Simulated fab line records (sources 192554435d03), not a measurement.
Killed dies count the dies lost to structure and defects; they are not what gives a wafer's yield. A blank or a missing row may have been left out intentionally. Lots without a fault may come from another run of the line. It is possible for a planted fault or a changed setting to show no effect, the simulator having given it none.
Split-lot trial ; flow n5Finfet ; on a route of 1938 steps: 7 lots, 39 wafers read

ON THE SPLIT
At N5_DUMMY_GATE_CVD_03 (deposits a-Si from SiH4, target thk 150 nm, time 8042 s), the setting targetThkA was moved away from the recipe's 1500 angstrom on 30 of the 39 wafers read, by -14.3% to +12.9%. For the rest of the wafers, this setting stayed at what the recipe calls for.

The reading comes from the split's own step.

THE READING
a-Si_of_DUMMY_GATE_CVD_03.thkNm (the simulator's own value, which no gauge read), in nm, at N5_DUMMY_GATE_CVD_03 (deposits a-Si from SiH4, target thk 150 nm, time 8042 s). The file does not state a usual value for it. Across the 9 wafers here that went through the recipe, the average is 149.9 nm and the standard deviation 0.72 nm.

wafer;tool, chamber at the split;targetThkA as run, angstrom;against the recipe;a-Si_of_DUMMY_GATE_CVD_03.thkNm, nm;against lot-mates on the recipe
L075.1;-, -;1555;+3.7%;155.8;no lot-mate on the recipe
L075.2;-, -;1555;+3.7%;154.4;no lot-mate on the recipe
L075.3;-, -;1555;+3.7%;156;no lot-mate on the recipe
L075.4;-, -;1555;+3.7%;155.6;no lot-mate on the recipe
L075.5;-, -;1555;+3.7%;154.6;no lot-mate on the recipe
L075.6;-, -;1555;+3.7%;155;no lot-mate on the recipe
L077.1;-, -;1621;+8.1%;157.2;no lot-mate on the recipe
L077.2;-, -;1621;+8.1%;157.8;no lot-mate on the recipe
L077.3;-, -;1621;+8.1%;158.4;no lot-mate on the recipe
L077.4;-, -;1621;+8.1%;159;no lot-mate on the recipe
L077.5;-, -;1621;+8.1%;158.8;no lot-mate on the recipe
L077.6;-, -;1621;+8.1%;158.8;no lot-mate on the recipe
L085.1;-, -;1694;+12.9%;169.2;no lot-mate on the recipe
L085.2;-, -;1694;+12.9%;171;no lot-mate on the recipe
L085.5;-, -;1694;+12.9%;171;no lot-mate on the recipe
L085.3;-, -;1694;+12.9%;171.2;no lot-mate on the recipe
L085.6;-, -;1694;+12.9%;171.2;no lot-mate on the recipe
L085.4;-, -;1694;+12.9%;171.8;no lot-mate on the recipe
L090.1;lpcvd-02, 0/15;1500;recipe;149.6;-
L090.3;lpcvd-02, 0/25;1500;recipe;148.4;-
L090.6;lpcvd-02, 0/39;1500;recipe;149.8;-
L095.1;-, -;1286;-14.3%;127.8;no lot-mate on the recipe
L095.2;-, -;1286;-14.3%;127.4;no lot-mate on the recipe
L095.3;-, -;1286;-14.3%;128.8;no lot-mate on the recipe
L095.4;-, -;1286;-14.3%;128;no lot-mate on the recipe
L095.6;-, -;1286;-14.3%;128;no lot-mate on the recipe
L095.5;-, -;1286;-14.3%;127.6;no lot-mate on the recipe
L096.1;-, -;1686;+12.4%;166.8;no lot-mate on the recipe
L096.2;-, -;1686;+12.4%;167.8;no lot-mate on the recipe
L096.3;-, -;1686;+12.4%;167.8;no lot-mate on the recipe
L096.5;-, -;1686;+12.4%;167.8;no lot-mate on the recipe
L096.4;-, -;1686;+12.4%;167.6;no lot-mate on the recipe
L096.6;-, -;1686;+12.4%;165.6;no lot-mate on the recipe
L097.1;-, -;1500;recipe;149.2;-
L097.2;-, -;1500;recipe;149.8;-
L097.3;-, -;1500;recipe;151;-
L097.4;-, -;1500;recipe;150.6;-
L097.5;-, -;1500;recipe;150.2;-
L097.6;-, -;1500;recipe;150.2;-

THE FIT
A straight line over all 39 wafers: a-Si_of_DUMMY_GATE_CVD_03.thkNm changes by +1.49 nm for each +1% of targetThkA; r = +0.99; the points scatter about the line by 1.7 nm.
Too few moved wafers have a lot-mate on the recipe to fit a line with each lot's own level taken away.

THE FILE'S OWN FIT
a-Si_of_DUMMY_GATE_CVD_03.thkNm changes by +1.49 nm for each +1% of targetThkA, r = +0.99.
